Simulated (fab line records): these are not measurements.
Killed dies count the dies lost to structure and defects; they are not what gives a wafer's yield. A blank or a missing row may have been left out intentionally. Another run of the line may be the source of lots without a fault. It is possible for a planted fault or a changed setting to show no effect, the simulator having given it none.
One fault seen from 2 desks + flow nand-harc + each desk holds nothing but its own numbers, with what lay behind them at the end

## FOR THE TOOL OWNER'S DESK: rie-diel-03
The tool's own readings at NHARC_A_BONDPAD_ETCH_24 (etches the open film in CF4/N2, target depth 30 nm, time 72.99 s): means of the sampled wafers that have a number, for each lot that ran on this tool. A lot is out of limits, marked OUT, if its mean lies more than 4 standard deviations from the usual mean; the brackets give that distance.
Columns: A = bias-w at NHARC_A_BONDPAD_ETCH_24, usual 99.98 W; B = cf4-flow-sccm at NHARC_A_BONDPAD_ETCH_24, usual 50.01 sccm; C = drypump-motor-current-A at NHARC_A_BONDPAD_ETCH_24, usual 5.58 A; D = oes-product-au at NHARC_A_BONDPAD_ETCH_24, usual 1.000 a.u.; E = rf-vpp-V at NHARC_A_BONDPAD_ETCH_24, usual 314.9 V; F = showerhead-plenum-p-Torr at NHARC_A_BONDPAD_ETCH_24, usual 2.67 Torr; G = throttle-valve-pct at NHARC_A_BONDPAD_ETCH_24, usual 19.794 %
| lot  | first seen here | A      | B     | C    | D     | E     | F    | G      |
|------|-----------------|--------|-------|------|-------|-------|------|--------|
| L159 | day 19 00:32    | 99.99  | 50.06 | 5.60 | 1.001 | 315.7 | 2.70 | 19.799 |
| L163 | day 20 09:37    | 99.90  | 50.02 | 5.36 | 0.990 | 313.2 | 2.55 | 19.803 |
| L165 | day 20 10:11    | 99.99  | 49.93 | 5.57 | 1.002 | 314.8 | 2.68 | 19.785 |
| L169 | day 20 23:22    | 99.86  | 50.14 | 5.69 | 1.007 | 316.3 | 2.77 | 19.802 |
| L168 | day 21 00:01    | 100.12 | 50.20 | 5.54 | 1.000 | 314.5 | 2.68 | 19.791 |
| L170 | day 21 02:42    | 100.03 | 49.92 | 5.36 | 0.993 | 312.5 | 2.59 | 19.797 |
| L176 | day 22 10:28    | 100.04 | 49.96 | 5.53 | 0.996 | 314.6 | 2.64 | 19.797 |
| L171 | day 22 11:20    | 100.22 | 49.99 | 5.51 | 0.998 | 315.5 | 2.64 | 19.793 |
Result from this desk: across the 8 lots, nothing is out of limits.

## THE DEFECT DESK
For each lot, the counts of the inspections along the route, averaged over the sampled wafers that have a number. A lot is out of limits, marked OUT, if its mean lies more than 4 standard deviations from the usual mean; the brackets give that distance.
Columns: A = raw-defect-count at NHARC_A_M1_INSPECT_27, usual 452
| lot  | first seen here | A   |
|------|-----------------|-----|
| L159 | day 18 21:39    | 447 |
| L163 | day 20 06:35    | 505 |
| L165 | day 20 07:22    | 395 |
| L162 | day 20 10:27    | 474 |
| L167 | day 20 11:25    | 471 |
| L169 | day 20 20:40    | 754 |
| L168 | day 20 21:20    | 417 |
| L170 | day 20 23:52    | 703 |
| L176 | day 22 07:55    | 411 |
| L171 | day 22 08:36    | 319 |
| L177 | day 22 21:42    | 345 |
| L178 | day 23 02:49    | 509 |
Result from this desk: across the 12 lots, nothing is out of limits.

## PUT TOGETHER
The desk of the tool owner found nothing out of limits.
Nothing the defect desk looked at was out of limits.

## WHAT THE SIMULATOR PUT IN
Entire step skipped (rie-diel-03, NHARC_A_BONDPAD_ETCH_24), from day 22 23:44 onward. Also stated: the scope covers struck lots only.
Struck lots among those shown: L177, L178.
